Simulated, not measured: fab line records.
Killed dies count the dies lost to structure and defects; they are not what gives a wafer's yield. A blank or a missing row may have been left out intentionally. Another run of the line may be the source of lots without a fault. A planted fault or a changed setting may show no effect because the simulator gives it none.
Matching of chambers | flow n5Finfet | N5_BEOL_M15_ETCH_57 on rieDiel-03 has 4 sister chambers
The step etches SOC in N2/H2, time 750 s. 8 wafers are shown with their chamber, then 10 later ones without.

WAFERS PAIRED WITH THEIR CHAMBERS
wafer  | chamber | drypumpMotorCurrentA (A) | showerheadPlenumPTorr (Torr)
L077.3 | 0       | 5.1                      | 2.42
L080.1 | 2       | 5.5                      | 2.51
L080.3 | 0       | 5.2                      | 2.42
L087.1 | 3       | 6.4                      | 2.68
L087.2 | 1       | 6.1                      | 2.63
L087.6 | 3       | 6.4                      | 2.68
L089.2 | 2       | 5.5                      | 2.50
L089.3 | 1       | 6.1                      | 2.63

WAFERS WITH NO CHAMBER GIVEN
wafer  | drypumpMotorCurrentA (A) | showerheadPlenumPTorr (Torr)
L089.5 | 5.5                      | 2.50
L094.1 | 6.1                      | 2.63
L094.3 | 5.1                      | 2.41
L094.4 | 6.1                      | 2.63
L095.2 | 6.4                      | 2.67
L095.3 | 5.5                      | 2.50
L095.4 | 6.1                      | 2.63
L097.2 | 6.4                      | 2.67
L097.3 | 5.5                      | 2.50
L097.4 | 5.2                      | 2.40

THE CHAMBER EACH PASSED THROUGH
wafer  | from the rows above | in truth
L089.5 | 2                   | 2
L094.1 | 1                   | 1
L094.3 | 0                   | 0
L094.4 | 1                   | 1
L095.2 | 3                   | 3
L095.3 | 2                   | 2
L095.4 | 1                   | 1
L097.2 | 3                   | 3
L097.3 | 2                   | 2
L097.4 | 0                   | 0
Correctly placed: 10 of 10. From these rows, 0 cannot be placed. Number placed wrongly: 0.
How it was worked out, from the rows above alone: a wafer's distance from a chamber is the root of the sum, over the readings, of the square of ((its reading less the chamber's mean) divided by the reading's scatter). The wafer belongs to the nearest chamber; if the next one is less than 2 further off, it can't be placed. The mean given for a chamber averages the wafers shown for that chamber. The scatter is the square root of a quotient: the sum, over the shown wafers, of each reading's squared deviation from its chamber's mean, divided by wafers minus chambers.
